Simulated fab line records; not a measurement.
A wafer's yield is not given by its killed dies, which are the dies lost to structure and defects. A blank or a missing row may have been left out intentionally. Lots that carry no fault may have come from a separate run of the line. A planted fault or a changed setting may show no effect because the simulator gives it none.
Which tool was responsible? | flow nand-harc | Sampling: 12 lots, 36 wafers, 3 of 1159 route steps

== WHAT EACH GAUGE READ, for each wafer ==
NHARC_A_SGD_CUT_INSPECT_25.
lot  | measured     | on                | raw-defect-count
L077 | day 14 09:05 | defect-inspect-01 | 475 264 203
L078 | day 14 23:58 | defect-inspect-01 | 234 165 189
L081 | day 15 09:59 | defect-inspect-01 | 145 233 310
L080 | day 15 09:56 | defect-inspect-01 | 451 410 338
L083 | day 16 04:33 | defect-inspect-01 | 319 258 346
L085 | day 16 15:42 | defect-inspect-01 | 236 216 361
L087 | day 17 01:22 | defect-inspect-02 | 215 261 294
L088 | day 17 22:05 | defect-inspect-02 | 307 306 326
L089 | day 18 04:01 | defect-inspect-01 | 296 228 277
L092 | day 18 18:53 | defect-inspect-01 | 392 386 332
L094 | day 19 10:38 | defect-inspect-02 | 308 294 244
L095 | day 20 00:13 | defect-inspect-01 | 302 325 334

== EACH LOT AND THE TOOL THAT RAN IT (in order: tool; ch and the chambers of the sampled wafers; start) ==
lot  | NHARC_A_STAIRCASE_CMP_450     | NHARC_A_STAIRCASE_ETCHBACK_157
L077 | cmp-01 ch 0,2,3, day 13 22:23 | rie-diel-12 ch 0,3, day 13 23:17
L078 | cmp-03 ch 0,1,3, day 14 14:27 | rie-diel-12 ch 0,1, day 14 15:22
L081 | cmp-01 ch 0,1,2, day 15 00:38 | rie-diel-11 ch 0,2,3, day 15 01:31
L080 | cmp-01 ch 1,2,3, day 15 01:38 | rie-diel-05 ch 0,2, day 15 02:32
L083 | cmp-01 ch 1,2,3, day 15 19:45 | rie-diel-12 ch 0,1,3, day 15 20:40
L085 | cmp-03 ch 0,1,3, day 16 06:23 | rie-diel-05 ch 0,2, day 16 07:26
L087 | cmp-01 ch 1,3, day 16 16:51   | rie-diel-05 ch 1,2, day 16 17:46
L088 | cmp-01 ch 0,1,3, day 17 13:30 | rie-diel-05 ch 1,2,3, day 17 14:32
L089 | cmp-02 ch 0,1,2, day 17 18:55 | rie-diel-12 ch 0,1, day 17 19:47
L092 | cmp-02 ch 0,2,3, day 18 09:26 | rie-diel-11 ch 0,2,3, day 18 10:20
L094 | cmp-01 ch 0,3, day 19 01:29   | rie-diel-11 ch 1,2, day 19 02:23
L095 | cmp-01 ch 1,2,3, day 19 13:37 | rie-diel-05 ch 1,2,3, day 19 14:31
- NHARC_A_STAIRCASE_CMP_450: polishes SiO2, target thk 200 nm.
- NHARC_A_STAIRCASE_ETCHBACK_157: etches the open film in CH3F/O2, target depth 90 nm, time 167.14 s.

== THE ANSWER, worked out from the rows above alone ==
Rule: what is usual is taken from the lots themselves. The widest of any qualifying gaps counts: lots, ordered by their means at a reading, are off when they make up no more than a third of the lots, leave a main group of 4 or more, and stand apart from it by 3 or more times the standard deviation of that group's means. Not used: any main group whose means are identical at the precision the tables above print for the reading. A lot without any number at a reading at which 4 lots or more have one is off too. All remaining lots with rows at the step are treated as sound.
Across all readings shown, no lot is off: no conclusion can be drawn from this.

== WHAT THE SIMULATOR HAD PUT IN ==
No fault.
